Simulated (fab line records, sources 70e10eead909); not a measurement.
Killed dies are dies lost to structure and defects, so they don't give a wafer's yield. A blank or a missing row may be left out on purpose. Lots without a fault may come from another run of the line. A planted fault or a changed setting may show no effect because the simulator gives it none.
fab line records | flow nand_harc
record lots=7 wafers=21 last_day=33
route steps=1302 shown A_SOURCE_PLATE@416 A_ONON_D1@424 END@1302
lots that met no fault: from a run of the same line without faults
start_h: hours from the record's first day to the start of the lot's first wafer shown | wait_h: hours since the lot's step before | " the same as in the row above | L1.1+2: a row that stands for several wafers | - no value, or no start given | * or withheld: withheld | < > ~ a bound
route shown NAME@n: a module of which the file shows steps, and the number in the route of the first | usual: mean/standard deviation of fault-free wafers | same: alike in all rows | chamber/n: place in a boat | sites: the reading at each site | _std_site: their standard deviation | _edge_site: outer sites' mean less inner sites' | radius_mm: how far each site lies from the wafer's centre | mask NAME#n: copy n | behind: the tool/chamber that last shaped the wafer | hold: why the lot was held/for how many hours/how that ended | device: the transistor (n, p or np) that didn't switch | end of line: the same wafers' tests at the end of the route | a step without rows: its recipe alone | killed: dies lost to structure and defects at the first sort, not the wafer's yield | map: a wafer's dies, x killed, . not, _ none there
set.NAME: the setting as run; set.NAME@STEP: as run at that earlier step | model.NAME: the simulator's own value behind a step, which no gauge read
lots at some steps of the route; a table a step, a row a wafer
services: from which hour (start_h, from the record's first day; less than 0 if before it) a tool's chamber was out of use, for how many hours, and why
## steps
# step NHARC_A_SOURCE_PLATE_THK_MEAS_09
# recipe thk_meas_gauge=ellipsometry
# usual thk_nm=9.6/0.97
# columns lot.wafer tool chamber start_h wait_h thk_nm
L326.3 film_metro-02 - 161.70 0.4 9.0
L326.4 " - " " 8.9
L326.6 " - " " 8.5
L329.1 film_metro-01 - 184.76 0.4 7.9
L329.2 " - " " 8.7
L329.4 " - " " 9.9
L330.1 film_metro-01 - 203.71 0.4 10.7
L330.2 " - " " 8.6
L330.3 " - " " 9.0
L332.2 film_metro-01 - 221.42 0.4 10.0
L332.3 " - " " 9.9
L332.6 " - " " 9.1
L339.1 film_metro-01 - 295.03 0.4 11.2
L339.2 " - " " 9.0
L339.3 " - " " 9.8
L344.2 film_metro-01 - 342.64 0.4 10.4
L344.3 " - " " 9.1
L344.6 " - " " 10.1
L347.3 film_metro-01 - 376.16 0.4 9.3
L347.4 " - " " 8.4
L347.6 " - " " 9.0
# step NHARC_A_SOURCE_PLATE_PVD_04
# recipe target_thk_a=500 material=WSi2
# step NHARC_A_SOURCE_PLATE_CVD_03
# recipe target_thk_a=2000 temp_c=620 pressure_mtorr=200 time_s=4000 material=poly-Si
# step NHARC_A_SOURCE_PLATE_ANNEAL_05
# recipe temp_c=850 time_s=1800
# step NHARC_A_SOURCE_PLATE_THK_MEAS_06
# recipe thk_meas_gauge=ellipsometry
# usual thk_nm=200.4/1.9
# columns lot.wafer tool chamber start_h wait_h thk_nm
L326.3 film_metro-02 - 174.22 0.4 201.0
L326.4 " - " " 202.0
L326.6 " - " " 198.8
L329.1 film_metro-02 - 198.16 0.4 202.8
L329.2 " - " " 198.7
L329.4 " - " " 202.4
L330.1 film_metro-01 - 216.23 0.4 199.8
L330.2 " - " " 196.2
L330.3 " - " " 197.4
L332.2 film_metro-02 - 234.50 0.4 200.8
L332.3 " - " " 200.0
L332.6 " - " " 199.9
L339.1 film_metro-01 - 307.60 0.4 198.9
L339.2 " - " " 198.7
L339.3 " - " " 199.1
L344.2 film_metro-01 - 358.39 0.4 201.2
L344.3 " - " " 202.2
L344.6 " - " " 202.2
L347.3 film_metro-02 - 388.88 0.4 201.1
L347.4 " - " " 198.1
L347.6 " - " " 200.0
# step NHARC_A_SOURCE_PLATE_INSPECT_08
# usual raw_defect_count=57/25
# columns lot.wafer tool chamber start_h wait_h raw_defect_count
L326.3 defect_inspect-01 - 174.31 0.0 52
L326.4 " - " " 61
L326.6 " - " " 53
L329.1 defect_inspect-01 - 198.22 0.0 65
L329.2 " - " " 47
L329.4 " - " " 66
L330.1 defect_inspect-02 - 216.29 0.0 60
L330.2 " - " " 81
L330.3 " - " " 120
L332.2 defect_inspect-01 - 234.56 0.0 53
L332.3 " - " " 50
L332.6 " - " " 28
L339.1 defect_inspect-02 - 307.71 0.0 42
L339.2 " - " " 67
L339.3 " - " " 88
L344.2 defect_inspect-02 - 358.45 0.0 93
L344.3 " - " " 51
L344.6 " - " " 143
L347.3 defect_inspect-01 - 388.94 0.0 34
L347.4 " - " " 33
L347.6 " - " " 77
# step NHARC_A_ONON_D1_DEP_00
# recipe target_thk_a=10000 n2_flow_sccm=2750 n2o_flow_sccm=2000 nh3_flow_sccm=500 sih4_flow_sccm=210 temp_c=400
# step NHARC_A_ONON_D1_THK_MEAS_02
# recipe thk_meas_gauge=ellipsometry
# usual thk_nm=1003/10
# columns lot.wafer tool chamber start_h wait_h thk_nm
L326.3 film_metro-02 - 174.88 - 1019
L326.4 " - " " 1018
L326.6 " - " " 1019
L329.1 film_metro-01 - 198.80 - 999
L329.2 " - " " 999
L329.4 " - " " 1000
L330.1 film_metro-01 - 216.87 - 1002
L330.2 " - " " 1001
L330.3 " - " " 1001
L332.2 film_metro-01 - 235.14 - 1010
L332.3 " - " " 1012
L332.6 " - " " 1010
L339.1 film_metro-01 - 308.29 - 995
L339.2 " - " " 994
L339.3 " - " " 994
L344.2 film_metro-01 - 359.03 - 989
L344.3 " - " " 987
L344.6 " - " " 989
L347.3 film_metro-02 - 389.52 - 1013
L347.4 " - " " 1013
L347.6 " - " " 1012
# step NHARC_A_ONON_D1_DEP_03
# recipe target_thk_a=10000 n2_flow_sccm=2750 n2o_flow_sccm=2000 nh3_flow_sccm=500 sih4_flow_sccm=210 temp_c=400
# step NHARC_A_ONON_D1_THK_MEAS_05
# recipe thk_meas_gauge=ellipsometry
# usual thk_nm=1000/12
# columns lot.wafer tool chamber start_h wait_h thk_nm
L326.3 film_metro-02 - 175.45 - 1005
L326.4 " - " " 1006
L326.6 " - " " 1006
L329.1 film_metro-01 - 199.37 - 1004
L329.2 " - " " 1005
L329.4 " - " " 1005
L330.1 film_metro-02 - 217.43 - 1002
L330.2 " - " " 1006
L330.3 " - " " 1002
L332.2 film_metro-01 - 235.71 - 997
L332.3 " - " " 997
L332.6 " - " " 996
L339.1 film_metro-02 - 308.85 - 1004
L339.2 " - " " 1004
L339.3 " - " " 1005
L344.2 film_metro-01 - 359.60 - 982
L344.3 " - " " 983
L344.6 " - " " 983
L347.3 film_metro-02 - 390.09 - 1025
L347.4 " - " " 1027
L347.6 " - " " 1029
# step NHARC_A_ONON_D1_DEP_06
# recipe target_thk_a=10000 n2_flow_sccm=2750 n2o_flow_sccm=2000 nh3_flow_sccm=500 sih4_flow_sccm=210 temp_c=400
# columns lot.wafer tool chamber start_h wait_h
L326.3+4+6 pecvd_onon-02 0 175.62 0.2
L329.1+2+4 pecvd_onon-01 0 199.42 0.1
L330.1+2+3 pecvd_onon-01 0 217.49 0.1
L332.2+3+6 pecvd_onon-01 0 235.83 0.1
L339.1+2+3 pecvd_onon-01 0 308.91 0.1
L344.2+3+6 pecvd_onon-04 0 359.72 0.1
L347.3+4+6 pecvd_onon-02 0 390.26 0.2
# step NHARC_A_ONON_D1_THK_MEAS_08
# recipe thk_meas_gauge=ellipsometry
# usual thk_nm=1002/8.5
# columns lot.wafer tool chamber start_h wait_h thk_nm
L326.3 film_metro-01 - 176.02 - 997
L326.4 " - " " 998
L326.6 " - " " 998
L329.1 film_metro-02 - 199.94 - 1456
L329.2 " - " " 1002
L329.4 " - " " 1002
L330.1 film_metro-01 - 218.00 - 1477
L330.2 " - " " 1019
L330.3 " - " " 1019
L332.2 film_metro-02 - 236.29 - 1000
L332.3 " - " " 1000
L332.6 " - " " 1456
L339.1 film_metro-01 - 309.43 - 1001
L339.2 " - " " 1002
L339.3 " - " " 1002
L344.2 film_metro-01 - 360.17 - 992
L344.3 " - " " 993
L344.6 " - " " 991
L347.3 film_metro-02 - 390.66 - 1016
L347.4 " - " " 1021
L347.6 " - " " 1019
# step NHARC_A_ONON_D1_DEP_09
# recipe target_thk_a=10000 n2_flow_sccm=2750 n2o_flow_sccm=2000 nh3_flow_sccm=500 sih4_flow_sccm=210 temp_c=400
# step NHARC_END_SORT_01
# recipe temp_c=25
# usual killed_at_array=57/20 killed_at_other=1.0/1.5 killed_at_periphery=3.5/2.5 killed_dies=62/21 killed_open=3.5/1.9 killed_short=2.4/1.6
# same gross_dies=677
# columns lot.wafer tool chamber start_h wait_h killed_at_array killed_at_other killed_at_periphery killed_dies killed_open killed_short
L329.1 prober-01 0 605.06 2.4 676 0 1 677 5 4
L330.1 prober-02 0 626.62 2.5 675 0 2 677 1 3
L332.6 prober-02 0 646.23 4.0 672 0 5 677 6 7
# killed by level:class
L329.1 A_ONON_D1:area_dep=635 A_CHANNEL_HOLE_D2:chamber_film_flake=20 A_CONTACT:chamber_film_flake=6 A_CHANNEL_HOLE_D1:chamber_film_flake=3 A_M0:geometric_particle:short=2 A_STAIRCASE:chamber_film_flake=2 P_GATE:geometric_particle:open=1 A_ONON_D1:geometric_particle:short=1
L330.1 A_ONON_D1:area_dep=601 A_CHANNEL_HOLE_D2:chamber_film_flake=36 A_SLIT:chamber_film_flake=24 A_CHANNEL_HOLE_D1:chamber_film_flake=4 A_DECK1_JOINT:chamber_film_flake=2 A_CONTACT:chamber_film_flake=2 A_SOURCE_PLATE:geometric_particle:short=1 A_CHANNEL_HOLE_D1:geometric_particle:short=1
L332.6 A_ONON_D1:area_dep=617 A_CHANNEL_HOLE_D1:chamber_film_flake=34 A_CHANNEL_HOLE_D2:chamber_film_flake=9 P_M1:geometric_particle:open=2 A_CHANNEL_FILL_D2:geometric_particle:short=2 A_CHANNEL_FILL_D1:chamber_film_flake=2 P_CONTACT:geometric_particle:short=1 P_M0:geometric_particle:short=1
# map L329.1 (x killed, . not)
____________x____________
_________xxxxxxx_________
_______xxxxxxxxxxx_______
______xxxxxxxxxxxxx______
_____xxxxxxxxxxxxxxx_____
____xxxxxxxxxxxxxxxxx____
____xxxxxxxxxxxxxxxxx____
___xxxxxxxxxxxxxxxxxxx___
___xxxxxxxxxxxxxxxxxxx___
__xxxxxxxxxxxxxxxxxxxxx__
__xxxxxxxxxxxxxxxxxxxxx__
_xxxxxxxxxxxxxxxxxxxxxxx_
_xxxxxxxxxxxxxxxxxxxxxxx_
_xxxxxxxxxxxxxxxxxxxxxxx_
_xxxxxxxxxxxxxxxxxxxxxxx_
_xxxxxxxxxxxxxxxxxxxxxxx_
xxxxxxxxxxxxxxxxxxxxxxxxx
xxxxxxxxxxxxxxxxxxxxxxxxx
xxxxxxxxxxxxxxxxxxxxxxxxx
xxxxxxxxxxxxxxxxxxxxxxxxx
xxxxxxxxxxxxxxxxxxxxxxxxx
_xxxxxxxxxxxxxxxxxxxxxxx_
_xxxxxxxxxxxxxxxxxxxxxxx_
_xxxxxxxxxxxxxxxxxxxxxxx_
_xxxxxxxxxxxxxxxxxxxxxxx_
_xxxxxxxxxxxxxxxxxxxxxxx_
__xxxxxxxxxxxxxxxxxxxxx__
__xxxxxxxxxxxxxxxxxxxxx__
___xxxxxxxxxxxxxxxxxxx___
___xxxxxxxxxxxxxxxxxxx___
____xxxxxxxxxxxxxxxxx____
____xxxxxxxxxxxxxxxxx____
_____xxxxxxxxxxxxxxx_____
______xxxxxxxxxxxxx______
_______xxxxxxxxxxx_______
_________xxxxxxx_________
____________x____________
# map L330.1 (x killed, . not)
____________x____________
_________xxxxxxx_________
_______xxxxxxxxxxx_______
______xxxxxxxxxxxxx______
_____xxxxxxxxxxxxxxx_____
____xxxxxxxxxxxxxxxxx____
____xxxxxxxxxxxxxxxxx____
___xxxxxxxxxxxxxxxxxxx___
___xxxxxxxxxxxxxxxxxxx___
__xxxxxxxxxxxxxxxxxxxxx__
__xxxxxxxxxxxxxxxxxxxxx__
_xxxxxxxxxxxxxxxxxxxxxxx_
_xxxxxxxxxxxxxxxxxxxxxxx_
_xxxxxxxxxxxxxxxxxxxxxxx_
_xxxxxxxxxxxxxxxxxxxxxxx_
_xxxxxxxxxxxxxxxxxxxxxxx_
xxxxxxxxxxxxxxxxxxxxxxxxx
xxxxxxxxxxxxxxxxxxxxxxxxx
xxxxxxxxxxxxxxxxxxxxxxxxx
xxxxxxxxxxxxxxxxxxxxxxxxx
xxxxxxxxxxxxxxxxxxxxxxxxx
_xxxxxxxxxxxxxxxxxxxxxxx_
_xxxxxxxxxxxxxxxxxxxxxxx_
_xxxxxxxxxxxxxxxxxxxxxxx_
_xxxxxxxxxxxxxxxxxxxxxxx_
_xxxxxxxxxxxxxxxxxxxxxxx_
__xxxxxxxxxxxxxxxxxxxxx__
__xxxxxxxxxxxxxxxxxxxxx__
___xxxxxxxxxxxxxxxxxxx___
___xxxxxxxxxxxxxxxxxxx___
____xxxxxxxxxxxxxxxxx____
____xxxxxxxxxxxxxxxxx____
_____xxxxxxxxxxxxxxx_____
______xxxxxxxxxxxxx______
_______xxxxxxxxxxx_______
_________xxxxxxx_________
____________x____________
## services
# columns tool chamber start_h hours kind
pecvd_onon-02 - 185.28 13.0 pm
pecvd_onon-01 - 269.02 13.0 pm
pecvd_onon-04 - 311.14 13.0 pm
pecvd_onon-02 - 366.28 13.0 pm
## key
first_sign step=NHARC_A_ONON_D1_THK_MEAS_08 reading=thk_nm direction=up sigmas=54 usual=1002 struck=1463
effect step=NHARC_END_SORT_01 reading=killed_at_array direction=up sigmas=30 usual=57 struck=674
more_kills_born_at NHARC_A_ONON_D1_DEP_06@pecvd_onon-01=1853
met_at NHARC_A_ONON_D1_DEP_06
struck_wafers L329.1,L330.1,L332.6
later_rows_left_out L329.1,L330.1,L332.6
tester_left_out L329,L330,L332
fault kind=process_parameter_drift tool=pecvd_onon-01 chamber=- onset_h=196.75 steps=NHARC_A_ONON_D1_DEP_06 channel=target_thk_a offset=* shape=step end_h=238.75 scope=struck_wafers_only acts_in=* stated=*
# tester_left_out: of these lots the tester's yield and bins aren't shown, on N5 and GAA mostly nor the transistor test; their killed dies are dies lost to structure and defects alone, not to doping, threshold or leakage, so they don't give the yield
# later_rows_left_out: the simulator's readings of these wafers behind a module that went badly wrong aren't trusted and aren't shown, but for the sort
